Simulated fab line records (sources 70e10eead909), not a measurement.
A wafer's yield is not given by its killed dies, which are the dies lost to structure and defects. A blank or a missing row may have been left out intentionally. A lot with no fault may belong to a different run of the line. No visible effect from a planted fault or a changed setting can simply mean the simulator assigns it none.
Which of the tools did it? || flow nand harc || 24 lots with 72 wafers sampled at 6 steps, on a route of 1159 steps

## WHAT THE GAUGES READ, wafer by wafer
NHARC_P_M2_THK_MEAS_24: measures by xrf. Usual: thk nm reads 144.3 nm (standard deviation 1.5).
{"lot": "L074", "measured": "day 5 23:38", "on": "film metro-01", "thk nm (nm)": "144.3 144.0 143.8", "flag": ""}
{"lot": "L075", "measured": "day 6 16:37", "on": "film metro-01", "thk nm (nm)": "142.7 143.9 141.2", "flag": ""}
{"lot": "L076", "measured": "day 6 17:31", "on": "film metro-01", "thk nm (nm)": "145.8 146.9 148.0", "flag": ""}
{"lot": "L078", "measured": "day 7 09:06", "on": "film metro-02", "thk nm (nm)": "142.7 145.9 143.5", "flag": ""}
{"lot": "L077", "measured": "day 7 09:46", "on": "film metro-01", "thk nm (nm)": "144.5 142.9 142.5", "flag": ""}
{"lot": "L079", "measured": "day 7 15:19", "on": "film metro-01", "thk nm (nm)": "146.3 144.7 144.2", "flag": ""}
{"lot": "L081", "measured": "day 7 20:12", "on": "film metro-01", "thk nm (nm)": "143.8 145.5 142.9", "flag": ""}
{"lot": "L080", "measured": "day 7 21:05", "on": "film metro-01", "thk nm (nm)": "141.6 141.8 142.5", "flag": ""}
{"lot": "L083", "measured": "day 8 11:41", "on": "film metro-01", "thk nm (nm)": "144.8 144.7 144.0", "flag": ""}
{"lot": "L082", "measured": "day 8 12:20", "on": "film metro-01", "thk nm (nm)": "143.2 143.1 142.7", "flag": ""}
{"lot": "L085", "measured": "day 9 09:28", "on": "film metro-02", "thk nm (nm)": "144.3 142.1 145.5", "flag": ""}
{"lot": "L086", "measured": "day 9 19:23", "on": "film metro-01", "thk nm (nm)": "144.6 143.2 144.5", "flag": ""}
{"lot": "L087", "measured": "day 9 20:13", "on": "film metro-02", "thk nm (nm)": "145.4 144.6 146.3", "flag": ""}
{"lot": "L084", "measured": "day 10 01:55", "on": "film metro-01", "thk nm (nm)": "143.7 144.1 146.0", "flag": ""}
{"lot": "L089", "measured": "day 10 08:32", "on": "film metro-01", "thk nm (nm)": "142.2 145.4 144.8", "flag": ""}
{"lot": "L088", "measured": "day 10 08:56", "on": "film metro-02", "thk nm (nm)": "144.6 142.3 144.3", "flag": ""}
{"lot": "L090", "measured": "day 10 14:14", "on": "film metro-02", "thk nm (nm)": "143.5 143.2 141.7", "flag": ""}
{"lot": "L093", "measured": "day 10 21:05", "on": "film metro-02", "thk nm (nm)": "143.9 145.4 145.1", "flag": ""}
{"lot": "L094", "measured": "day 10 21:44", "on": "film metro-02", "thk nm (nm)": "144.1 142.7 143.0", "flag": ""}
{"lot": "L091", "measured": "day 10 22:32", "on": "film metro-01", "thk nm (nm)": "143.8 146.7 143.8", "flag": ""}
{"lot": "L092", "measured": "day 11 06:26", "on": "film metro-01", "thk nm (nm)": "142.1 144.8 142.2", "flag": ""}
{"lot": "L096", "measured": "day 11 16:28", "on": "film metro-02", "thk nm (nm)": "147.6 146.9 145.3", "flag": ""}
{"lot": "L095", "measured": "day 11 16:53", "on": "film metro-01", "thk nm (nm)": "144.4 143.5 143.6", "flag": ""}
{"lot": "L097", "measured": "day 11 20:59", "on": "film metro-02", "thk nm (nm)": "145.7 146.9 145.2", "flag": ""}

NHARC_P_BONDPAD_THK_MEAS_20: measures by xrf. Usual: thk nm reads 161.0 nm (standard deviation 1.3).
{"lot": "L074", "measured": "day 6 04:11", "on": "film metro-01", "thk nm (nm)": "162.1 161.9 162.2", "flag": ""}
{"lot": "L075", "measured": "day 6 21:13", "on": "film metro-02", "thk nm (nm)": "160.5 163.5 158.3", "flag": ""}
{"lot": "L076", "measured": "day 6 22:01", "on": "film metro-01", "thk nm (nm)": "159.5 160.7 160.3", "flag": ""}
{"lot": "L078", "measured": "day 7 13:34", "on": "film metro-01", "thk nm (nm)": "164.1 160.5 161.4", "flag": ""}
{"lot": "L077", "measured": "day 7 14:20", "on": "film metro-01", "thk nm (nm)": "162.3 163.7 160.6", "flag": ""}
{"lot": "L079", "measured": "day 7 19:53", "on": "film metro-02", "thk nm (nm)": "160.3 162.0 161.7", "flag": ""}
{"lot": "L081", "measured": "day 8 00:44", "on": "film metro-02", "thk nm (nm)": "164.0 163.4 160.4", "flag": ""}
{"lot": "L080", "measured": "day 8 01:35", "on": "film metro-02", "thk nm (nm)": "162.0 159.4 162.4", "flag": ""}
{"lot": "L083", "measured": "day 8 16:34", "on": "film metro-01", "thk nm (nm)": "159.2 160.9 161.2", "flag": ""}
{"lot": "L082", "measured": "day 8 16:52", "on": "film metro-02", "thk nm (nm)": "159.4 162.6 158.7", "flag": ""}
{"lot": "L085", "measured": "day 9 14:13", "on": "film metro-01", "thk nm (nm)": "159.9 160.0 161.0", "flag": ""}
{"lot": "L086", "measured": "day 9 23:59", "on": "film metro-01", "thk nm (nm)": "159.3 161.6 160.4", "flag": ""}
{"lot": "L087", "measured": "day 10 00:37", "on": "film metro-02", "thk nm (nm)": "160.1 159.6 159.9", "flag": ""}
{"lot": "L084", "measured": "day 10 06:28", "on": "film metro-01", "thk nm (nm)": "162.2 160.4 159.3", "flag": ""}
{"lot": "L089", "measured": "day 10 13:04", "on": "film metro-02", "thk nm (nm)": "160.6 159.8 160.3", "flag": ""}
{"lot": "L088", "measured": "day 10 13:37", "on": "film metro-02", "thk nm (nm)": "159.6 159.7 162.1", "flag": ""}
{"lot": "L090", "measured": "day 10 18:52", "on": "film metro-02", "thk nm (nm)": "159.3 162.0 161.0", "flag": ""}
{"lot": "L093", "measured": "day 11 01:55", "on": "film metro-01", "thk nm (nm)": "160.3 159.9 161.3", "flag": ""}
{"lot": "L094", "measured": "day 11 02:47", "on": "film metro-01", "thk nm (nm)": "163.0 161.9 161.5", "flag": ""}
{"lot": "L091", "measured": "day 11 03:06", "on": "film metro-01", "thk nm (nm)": "161.8 161.7 161.4", "flag": ""}
{"lot": "L092", "measured": "day 11 11:09", "on": "film metro-02", "thk nm (nm)": "160.2 161.3 158.6", "flag": ""}
{"lot": "L096", "measured": "day 11 21:20", "on": "film metro-02", "thk nm (nm)": "162.7 160.0 160.1", "flag": ""}
{"lot": "L095", "measured": "day 11 21:41", "on": "film metro-01", "thk nm (nm)": "160.4 160.4 159.8", "flag": ""}
{"lot": "L097", "measured": "day 12 01:41", "on": "film metro-02", "thk nm (nm)": "161.8 159.6 159.9", "flag": ""}

NHARC_A_ONON_D1_THK_MEAS_05: measures by ellipsometry. Usual: thk nm reads 999 nm (standard deviation 8.8).
{"lot": "L074", "measured": "day 7 05:04", "on": "film metro-01", "thk nm (nm)": "1003 1002 1002", "flag": ""}
{"lot": "L075", "measured": "day 7 22:08", "on": "film metro-02", "thk nm (nm)": "989 988 990", "flag": ""}
{"lot": "L076", "measured": "day 7 22:06", "on": "film metro-01", "thk nm (nm)": "1000 1000 999", "flag": ""}
{"lot": "L078", "measured": "day 8 14:51", "on": "film metro-01", "thk nm (nm)": "1009 1010 1009", "flag": ""}
{"lot": "L077", "measured": "day 8 14:51", "on": "film metro-02", "thk nm (nm)": "991 993 992", "flag": ""}
{"lot": "L079", "measured": "day 8 23:17", "on": "film metro-01", "thk nm (nm)": "978 979 979", "flag": ""}
{"lot": "L081", "measured": "day 9 07:34", "on": "film metro-02", "thk nm (nm)": "989 991 990", "flag": ""}
{"lot": "L080", "measured": "day 9 07:33", "on": "film metro-01", "thk nm (nm)": "986 985 987", "flag": ""}
{"lot": "L083", "measured": "day 9 18:59", "on": "film metro-01", "thk nm (nm)": "1013 1011 1013", "flag": ""}
{"lot": "L082", "measured": "day 9 18:46", "on": "film metro-01", "thk nm (nm)": "1007 1006 1007", "flag": ""}
{"lot": "L085", "measured": "day 10 15:59", "on": "film metro-02", "thk nm (nm)": "1004 1006 1005", "flag": ""}
{"lot": "L086", "measured": "day 11 00:59", "on": "film metro-01", "thk nm (nm)": "1007 1007 1009", "flag": ""}
{"lot": "L087", "measured": "day 11 01:01", "on": "film metro-01", "thk nm (nm)": "999 999 1001", "flag": ""}
{"lot": "L084", "measured": "day 11 11:12", "on": "film metro-01", "thk nm (nm)": "997 999 998", "flag": ""}
{"lot": "L089", "measured": "day 11 11:13", "on": "film metro-02", "thk nm (nm)": "1000 1001 1001", "flag": ""}
{"lot": "L088", "measured": "day 11 11:25", "on": "film metro-02", "thk nm (nm)": "985 985 986", "flag": ""}
{"lot": "L090", "measured": "day 11 21:37", "on": "film metro-02", "thk nm (nm)": "1006 1007 1007", "flag": ""}
{"lot": "L093", "measured": "day 12 06:11", "on": "film metro-01", "thk nm (nm)": "997 996 995", "flag": ""}
{"lot": "L094", "measured": "day 12 06:09", "on": "film metro-02", "thk nm (nm)": "997 999 998", "flag": ""}
{"lot": "L091", "measured": "day 12 06:10", "on": "film metro-02", "thk nm (nm)": "998 999 999", "flag": ""}
{"lot": "L092", "measured": "day 12 12:41", "on": "film metro-01", "thk nm (nm)": "1011 1011 1012", "flag": ""}
{"lot": "L096", "measured": "day 12 22:43", "on": "film metro-02", "thk nm (nm)": "1007 1006 1008", "flag": ""}
{"lot": "L095", "measured": "day 12 22:43", "on": "film metro-01", "thk nm (nm)": "995 996 996", "flag": ""}
{"lot": "L097", "measured": "day 13 02:28", "on": "film metro-02", "thk nm (nm)": "1006 1007 1009", "flag": ""}

NHARC_A_ONON_D1_THK_MEAS_08: measures by ellipsometry. Usual: thk nm reads 1000 nm (standard deviation 9.4).
{"lot": "L074", "measured": "day 7 05:38", "on": "film metro-01", "thk nm (nm)": "1002 1004 1002", "flag": ""}
{"lot": "L075", "measured": "day 7 22:41", "on": "film metro-02", "thk nm (nm)": "999 1001 1000", "flag": ""}
{"lot": "L076", "measured": "day 7 22:40", "on": "film metro-02", "thk nm (nm)": "986 987 989", "flag": ""}
{"lot": "L078", "measured": "day 8 15:25", "on": "film metro-01", "thk nm (nm)": "992 992 992", "flag": ""}
{"lot": "L077", "measured": "day 8 15:25", "on": "film metro-02", "thk nm (nm)": "994 995 994", "flag": ""}
{"lot": "L079", "measured": "day 8 23:51", "on": "film metro-02", "thk nm (nm)": "995 996 995", "flag": ""}
{"lot": "L081", "measured": "day 9 08:29", "on": "film metro-02", "thk nm (nm)": "988 987 988", "flag": ""}
{"lot": "L080", "measured": "day 9 08:07", "on": "film metro-01", "thk nm (nm)": "1002 1002 1003", "flag": ""}
{"lot": "L083", "measured": "day 9 19:33", "on": "film metro-02", "thk nm (nm)": "992 989 988", "flag": ""}
{"lot": "L082", "measured": "day 9 19:20", "on": "film metro-02", "thk nm (nm)": "994 995 993", "flag": ""}
{"lot": "L085", "measured": "day 10 16:33", "on": "film metro-02", "thk nm (nm)": "998 998 996", "flag": ""}
{"lot": "L086", "measured": "day 11 01:32", "on": "film metro-02", "thk nm (nm)": "1007 1008 1008", "flag": ""}
{"lot": "L087", "measured": "day 11 01:41", "on": "film metro-02", "thk nm (nm)": "1004 1003 1003", "flag": ""}
{"lot": "L084", "measured": "day 11 11:47", "on": "film metro-01", "thk nm (nm)": "994 993 995", "flag": ""}
{"lot": "L089", "measured": "day 11 11:55", "on": "film metro-02", "thk nm (nm)": "1000 999 998", "flag": ""}
{"lot": "L088", "measured": "day 11 11:59", "on": "film metro-01", "thk nm (nm)": "986 985 985", "flag": ""}
{"lot": "L090", "measured": "day 11 22:11", "on": "film metro-02", "thk nm (nm)": "1006 1006 1007", "flag": ""}
{"lot": "L093", "measured": "day 12 06:52", "on": "film metro-02", "thk nm (nm)": "1017 1016 1016", "flag": ""}
{"lot": "L094", "measured": "day 12 06:43", "on": "film metro-02", "thk nm (nm)": "1007 1008 1009", "flag": ""}
{"lot": "L091", "measured": "day 12 06:44", "on": "film metro-01", "thk nm (nm)": "1020 1020 1021", "flag": ""}
{"lot": "L092", "measured": "day 12 13:15", "on": "film metro-02", "thk nm (nm)": "1007 1006 1006", "flag": ""}
{"lot": "L096", "measured": "day 12 23:17", "on": "film metro-02", "thk nm (nm)": "1013 1013 1013", "flag": ""}
{"lot": "L095", "measured": "day 12 23:17", "on": "film metro-01", "thk nm (nm)": "984 982 984", "flag": ""}
{"lot": "L097", "measured": "day 13 03:02", "on": "film metro-01", "thk nm (nm)": "1002 1001 1002", "flag": ""}

## WHICH TOOL RAN EACH LOT (tool, then ch and the chambers of the sampled wafers, then the start)
{"lot": "L074", "NHARC_P_BONDPAD_STRIP_15": "rie diel-05 ch 0,2,3, day 6 02:14", "NHARC_A_ZERO_WELL_RTA_16": "rtp anneal-01 ch 0, day 6 07:18"}
{"lot": "L075", "NHARC_P_BONDPAD_STRIP_15": "rie diel-04 ch 1,2,3, day 6 19:14", "NHARC_A_ZERO_WELL_RTA_16": "rtp anneal-02 ch 0, day 6 23:58"}
{"lot": "L076", "NHARC_P_BONDPAD_STRIP_15": "rie diel-04 ch 1,2, day 6 20:01", "NHARC_A_ZERO_WELL_RTA_16": "rtp anneal-01 ch 0, day 7 00:56"}
{"lot": "L078", "NHARC_P_BONDPAD_STRIP_15": "rie diel-12 ch 2,3, day 7 11:32", "NHARC_A_ZERO_WELL_RTA_16": "rtp anneal-01 ch 0, day 7 16:26"}
{"lot": "L077", "NHARC_P_BONDPAD_STRIP_15": "rie diel-05 ch 2,3, day 7 12:20", "NHARC_A_ZERO_WELL_RTA_16": "rtp anneal-02 ch 0, day 7 17:12"}
{"lot": "L079", "NHARC_P_BONDPAD_STRIP_15": "rie diel-05 ch 0,1,3, day 7 17:55", "NHARC_A_ZERO_WELL_RTA_16": "rtp anneal-02 ch 0, day 7 22:44"}
{"lot": "L081", "NHARC_P_BONDPAD_STRIP_15": "rie diel-12 ch 2,3, day 7 22:45", "NHARC_A_ZERO_WELL_RTA_16": "rtp anneal-02 ch 0, day 8 10:08"}
{"lot": "L080", "NHARC_P_BONDPAD_STRIP_15": "rie diel-12 ch 1,2,3, day 7 23:40", "NHARC_A_ZERO_WELL_RTA_16": "rtp anneal-02 ch 0, day 8 10:25"}
{"lot": "L083", "NHARC_P_BONDPAD_STRIP_15": "rie diel-05 ch 0,3, day 8 14:27", "NHARC_A_ZERO_WELL_RTA_16": "rtp anneal-01 ch 0, day 8 19:23"}
{"lot": "L082", "NHARC_P_BONDPAD_STRIP_15": "rie diel-12 ch 1,3, day 8 14:55", "NHARC_A_ZERO_WELL_RTA_16": "rtp anneal-02 ch 0, day 8 20:01"}
{"lot": "L085", "NHARC_P_BONDPAD_STRIP_15": "rie diel-04 ch 0,1,3, day 9 12:15", "NHARC_A_ZERO_WELL_RTA_16": "rtp anneal-01 ch 0, day 9 16:58"}
{"lot": "L086", "NHARC_P_BONDPAD_STRIP_15": "rie diel-04 ch 1,2, day 9 21:58", "NHARC_A_ZERO_WELL_RTA_16": "rtp anneal-02 ch 0, day 10 02:46"}
{"lot": "L087", "NHARC_P_BONDPAD_STRIP_15": "rie diel-05 ch 0,3, day 9 22:38", "NHARC_A_ZERO_WELL_RTA_16": "rtp anneal-01 ch 0, day 10 03:34"}
{"lot": "L084", "NHARC_P_BONDPAD_STRIP_15": "rie diel-04 ch 1,2,3, day 10 04:28", "NHARC_A_ZERO_WELL_RTA_16": "rtp anneal-01 ch 0, day 10 09:22"}
{"lot": "L089", "NHARC_P_BONDPAD_STRIP_15": "rie diel-12 ch 0,1,3, day 10 11:04", "NHARC_A_ZERO_WELL_RTA_16": "rtp anneal-02 ch 0, day 10 15:50"}
{"lot": "L088", "NHARC_P_BONDPAD_STRIP_15": "rie diel-12 ch 0,1, day 10 11:32", "NHARC_A_ZERO_WELL_RTA_16": "rtp anneal-02 ch 0, day 10 16:21"}
{"lot": "L090", "NHARC_P_BONDPAD_STRIP_15": "rie diel-12 ch 0,2,3, day 10 16:48", "NHARC_A_ZERO_WELL_RTA_16": "rtp anneal-02 ch 0, day 10 21:31"}
{"lot": "L093", "NHARC_P_BONDPAD_STRIP_15": "rie diel-05 ch 0,1, day 10 23:52", "NHARC_A_ZERO_WELL_RTA_16": "rtp anneal-02 ch 0, day 11 04:47"}
{"lot": "L094", "NHARC_P_BONDPAD_STRIP_15": "rie diel-05 ch 0,2,3, day 11 00:28", "NHARC_A_ZERO_WELL_RTA_16": "rtp anneal-01 ch 0, day 11 05:40"}
{"lot": "L091", "NHARC_P_BONDPAD_STRIP_15": "rie diel-05 ch 0,2,3, day 11 01:10", "NHARC_A_ZERO_WELL_RTA_16": "rtp anneal-01 ch 0, day 11 06:02"}
{"lot": "L092", "NHARC_P_BONDPAD_STRIP_15": "rie diel-05 ch 0,1, day 11 09:04", "NHARC_A_ZERO_WELL_RTA_16": "rtp anneal-01 ch 0, day 11 14:01"}
{"lot": "L096", "NHARC_P_BONDPAD_STRIP_15": "rie diel-12 ch 0,1,2, day 11 19:17", "NHARC_A_ZERO_WELL_RTA_16": "rtp anneal-02 ch 0, day 12 00:10"}
{"lot": "L095", "NHARC_P_BONDPAD_STRIP_15": "rie diel-05 ch 1,2, day 11 19:42", "NHARC_A_ZERO_WELL_RTA_16": "rtp anneal-02 ch 0, day 12 00:29"}
{"lot": "L097", "NHARC_P_BONDPAD_STRIP_15": "rie diel-05 ch 0,2, day 11 23:42", "NHARC_A_ZERO_WELL_RTA_16": "rtp anneal-01 ch 0, day 12 04:35"}
- NHARC_P_BONDPAD_STRIP_15: strips in O2.
- NHARC_A_ZERO_WELL_RTA_16: time 10 s.

## AS READ BY THE TOOLS THEMSELVES (means over the sampled wafers that have a number; for cases with no such wafer, the mark the record gives instead)
NHARC_P_BONDPAD_STRIP_15. Usual: drypump motor current A 5.8 A, standard deviation 0.4; oes product au 0.999 a.u., standard deviation 0.0069; rf vpp V 57.8 V, standard deviation 0.89; showerhead plenum p Torr 3.51 Torr, standard deviation 0.12; throttle valve pct 17.036 %, standard deviation 0.0098.
{"lot": "L074", "tool": "rie diel-05", "drypump motor current A (A)": 6.1, "oes product au (a.u.)": 0.993, "rf vpp V (V)": 58.4, "showerhead plenum p Torr (Torr)": 3.56, "throttle valve pct (%)": 17.033, "flag": ""}
{"lot": "L075", "tool": "rie diel-04", "drypump motor current A (A)": 5.7, "oes product au (a.u.)": 1.001, "rf vpp V (V)": 57.9, "showerhead plenum p Torr (Torr)": 3.53, "throttle valve pct (%)": 17.040, "flag": ""}
{"lot": "L076", "tool": "rie diel-04", "drypump motor current A (A)": 5.9, "oes product au (a.u.)": 1.007, "rf vpp V (V)": 56.8, "showerhead plenum p Torr (Torr)": 3.46, "throttle valve pct (%)": 17.036, "flag": ""}
{"lot": "L078", "tool": "rie diel-12", "drypump motor current A (A)": 5.8, "oes product au (a.u.)": 0.991, "rf vpp V (V)": 59.1, "showerhead plenum p Torr (Torr)": 3.59, "throttle valve pct (%)": 17.039, "flag": ""}
{"lot": "L077", "tool": "rie diel-05", "drypump motor current A (A)": 6.3, "oes product au (a.u.)": 1.006, "rf vpp V (V)": 58.0, "showerhead plenum p Torr (Torr)": 3.62, "throttle valve pct (%)": 17.028, "flag": ""}
{"lot": "L079", "tool": "rie diel-05", "drypump motor current A (A)": 6.1, "oes product au (a.u.)": 1.007, "rf vpp V (V)": 57.3, "showerhead plenum p Torr (Torr)": 3.48, "throttle valve pct (%)": 17.037, "flag": ""}
{"lot": "L081", "tool": "rie diel-12", "drypump motor current A (A)": 5.9, "oes product au (a.u.)": 1.003, "rf vpp V (V)": 57.7, "showerhead plenum p Torr (Torr)": 3.64, "throttle valve pct (%)": 17.033, "flag": ""}
{"lot": "L080", "tool": "rie diel-12", "drypump motor current A (A)": 5.6, "oes product au (a.u.)": 1.000, "rf vpp V (V)": 57.6, "showerhead plenum p Torr (Torr)": 3.54, "throttle valve pct (%)": 17.032, "flag": ""}
{"lot": "L083", "tool": "rie diel-05", "drypump motor current A (A)": 6.2, "oes product au (a.u.)": 1.002, "rf vpp V (V)": 56.9, "showerhead plenum p Torr (Torr)": 3.59, "throttle valve pct (%)": 17.041, "flag": ""}
{"lot": "L082", "tool": "rie diel-12", "drypump motor current A (A)": 5.6, "oes product au (a.u.)": 0.996, "rf vpp V (V)": 58.5, "showerhead plenum p Torr (Torr)": 3.58, "throttle valve pct (%)": 17.036, "flag": ""}
{"lot": "L085", "tool": "rie diel-04", "drypump motor current A (A)": 5.5, "oes product au (a.u.)": 0.999, "rf vpp V (V)": 57.5, "showerhead plenum p Torr (Torr)": 3.48, "throttle valve pct (%)": 17.042, "flag": ""}
{"lot": "L086", "tool": "rie diel-04", "drypump motor current A (A)": 5.9, "oes product au (a.u.)": 0.994, "rf vpp V (V)": 57.2, "showerhead plenum p Torr (Torr)": 3.45, "throttle valve pct (%)": 17.037, "flag": ""}
{"lot": "L087", "tool": "rie diel-05", "drypump motor current A (A)": 6.2, "oes product au (a.u.)": 1.001, "rf vpp V (V)": 58.7, "showerhead plenum p Torr (Torr)": 3.59, "throttle valve pct (%)": 17.040, "flag": ""}
{"lot": "L084", "tool": "rie diel-04", "drypump motor current A (A)": 5.7, "oes product au (a.u.)": 0.999, "rf vpp V (V)": 57.4, "showerhead plenum p Torr (Torr)": 3.51, "throttle valve pct (%)": 17.038, "flag": ""}
{"lot": "L089", "tool": "rie diel-12", "drypump motor current A (A)": 5.6, "oes product au (a.u.)": 0.993, "rf vpp V (V)": 57.8, "showerhead plenum p Torr (Torr)": 3.52, "throttle valve pct (%)": 17.037, "flag": ""}
{"lot": "L088", "tool": "rie diel-12", "drypump motor current A (A)": 5.3, "oes product au (a.u.)": 0.997, "rf vpp V (V)": 57.4, "showerhead plenum p Torr (Torr)": 3.42, "throttle valve pct (%)": 17.041, "flag": ""}
{"lot": "L090", "tool": "rie diel-12", "drypump motor current A (A)": 5.8, "oes product au (a.u.)": 0.995, "rf vpp V (V)": 57.8, "showerhead plenum p Torr (Torr)": 3.58, "throttle valve pct (%)": 17.023, "flag": ""}
{"lot": "L093", "tool": "rie diel-05", "drypump motor current A (A)": 5.9, "oes product au (a.u.)": 0.995, "rf vpp V (V)": 57.4, "showerhead plenum p Torr (Torr)": 3.36, "throttle valve pct (%)": 17.019, "flag": ""}
{"lot": "L094", "tool": "rie diel-05", "drypump motor current A (A)": 6.1, "oes product au (a.u.)": 1.005, "rf vpp V (V)": 57.6, "showerhead plenum p Torr (Torr)": 3.56, "throttle valve pct (%)": 17.035, "flag": ""}
{"lot": "L091", "tool": "rie diel-05", "drypump motor current A (A)": 6.1, "oes product au (a.u.)": 0.987, "rf vpp V (V)": 57.9, "showerhead plenum p Torr (Torr)": 3.56, "throttle valve pct (%)": 17.039, "flag": ""}
{"lot": "L092", "tool": "rie diel-05", "drypump motor current A (A)": 5.9, "oes product au (a.u.)": 1.001, "rf vpp V (V)": 57.6, "showerhead plenum p Torr (Torr)": 3.36, "throttle valve pct (%)": 17.043, "flag": ""}
{"lot": "L096", "tool": "rie diel-12", "drypump motor current A (A)": 5.5, "oes product au (a.u.)": 0.992, "rf vpp V (V)": 58.0, "showerhead plenum p Torr (Torr)": 3.48, "throttle valve pct (%)": 17.049, "flag": ""}
{"lot": "L095", "tool": "rie diel-05", "drypump motor current A (A)": 6.1, "oes product au (a.u.)": 1.001, "rf vpp V (V)": 57.6, "showerhead plenum p Torr (Torr)": 3.39, "throttle valve pct (%)": 17.042, "flag": ""}
{"lot": "L097", "tool": "rie diel-05", "drypump motor current A (A)": 5.9, "oes product au (a.u.)": 1.001, "rf vpp V (V)": 58.7, "showerhead plenum p Torr (Torr)": 3.49, "throttle valve pct (%)": 17.034, "flag": ""}

NHARC_A_ZERO_WELL_RTA_16. Usual: lamp power pct 28.0 %, standard deviation 1.4; wafer_temp_C_max 1005.7, standard deviation 1.7.
{"lot": "L074", "tool": "rtp anneal-01", "lamp power pct (%)": 29.6, "wafer_temp_C_max": 1003.9, "flag": ""}
{"lot": "L075", "tool": "rtp anneal-02", "lamp power pct (%)": 26.7, "wafer_temp_C_max": 1007.1, "flag": ""}
{"lot": "L076", "tool": "rtp anneal-01", "lamp power pct (%)": 29.6, "wafer_temp_C_max": 1003.6, "flag": ""}
{"lot": "L078", "tool": "rtp anneal-01", "lamp power pct (%)": 29.6, "wafer_temp_C_max": 1004.9, "flag": ""}
{"lot": "L077", "tool": "rtp anneal-02", "lamp power pct (%)": 26.7, "wafer_temp_C_max": 1006.4, "flag": ""}
{"lot": "L079", "tool": "rtp anneal-02", "lamp power pct (%)": 26.7, "wafer_temp_C_max": 1006.3, "flag": ""}
{"lot": "L081", "tool": "rtp anneal-02", "lamp power pct (%)": 26.7, "wafer_temp_C_max": 1008.5, "flag": ""}
{"lot": "L080", "tool": "rtp anneal-02", "lamp power pct (%)": 26.7, "wafer_temp_C_max": 1007.1, "flag": ""}
{"lot": "L083", "tool": "rtp anneal-01", "lamp power pct (%)": 29.6, "wafer_temp_C_max": 1004.1, "flag": ""}
{"lot": "L082", "tool": "rtp anneal-02", "lamp power pct (%)": 26.7, "wafer_temp_C_max": 1006.4, "flag": ""}
{"lot": "L085", "tool": "rtp anneal-01", "lamp power pct (%)": 29.6, "wafer_temp_C_max": 1003.9, "flag": ""}
{"lot": "L086", "tool": "rtp anneal-02", "lamp power pct (%)": 26.7, "wafer_temp_C_max": 1007.2, "flag": ""}
{"lot": "L087", "tool": "rtp anneal-01", "lamp power pct (%)": 29.5, "wafer_temp_C_max": 1004.1, "flag": ""}
{"lot": "L084", "tool": "rtp anneal-01", "lamp power pct (%)": 29.6, "wafer_temp_C_max": 1004.1, "flag": ""}
{"lot": "L089", "tool": "rtp anneal-02", "lamp power pct (%)": 26.7, "wafer_temp_C_max": 1007.4, "flag": ""}
{"lot": "L088", "tool": "rtp anneal-02", "lamp power pct (%)": 26.7, "wafer_temp_C_max": 1007.9, "flag": ""}
{"lot": "L090", "tool": "rtp anneal-02", "lamp power pct (%)": 26.7, "wafer_temp_C_max": 1006.2, "flag": ""}
{"lot": "L093", "tool": "rtp anneal-02", "lamp power pct (%)": 26.7, "wafer_temp_C_max": 1007.2, "flag": ""}
{"lot": "L094", "tool": "rtp anneal-01", "lamp power pct (%)": 29.6, "wafer_temp_C_max": 1003.3, "flag": ""}
{"lot": "L091", "tool": "rtp anneal-01", "lamp power pct (%)": 29.6, "wafer_temp_C_max": 1004.3, "flag": ""}
{"lot": "L092", "tool": "rtp anneal-01", "lamp power pct (%)": 29.6, "wafer_temp_C_max": 1004.5, "flag": ""}
{"lot": "L096", "tool": "rtp anneal-02", "lamp power pct (%)": 26.7, "wafer_temp_C_max": 1006.9, "flag": ""}
{"lot": "L095", "tool": "rtp anneal-02", "lamp power pct (%)": 26.7, "wafer_temp_C_max": 1006.8, "flag": ""}
{"lot": "L097", "tool": "rtp anneal-01", "lamp power pct (%)": 29.6, "wafer_temp_C_max": 1004.6, "flag": ""}

## THE ANSWER, worked out from the rows above alone
Rule: take the mean of a lot's wafers that have a number; if it is more than 3 standard deviations from the usual mean, the lot is off. Also off: a lot with no number at a reading for which 4 or more lots have one. All remaining lots with rows at the step are treated as sound. Order of review: gauges by route order, followed by the tools' own readings, for which a lot's mean as printed above is used. At the first step where some lot is off, the reading lying furthest off is the one used; lots without a number count as furthest.
Nothing can be told from this: no lot is off at any reading shown.

## WHAT HAD BEEN PUT IN BY THE SIMULATOR
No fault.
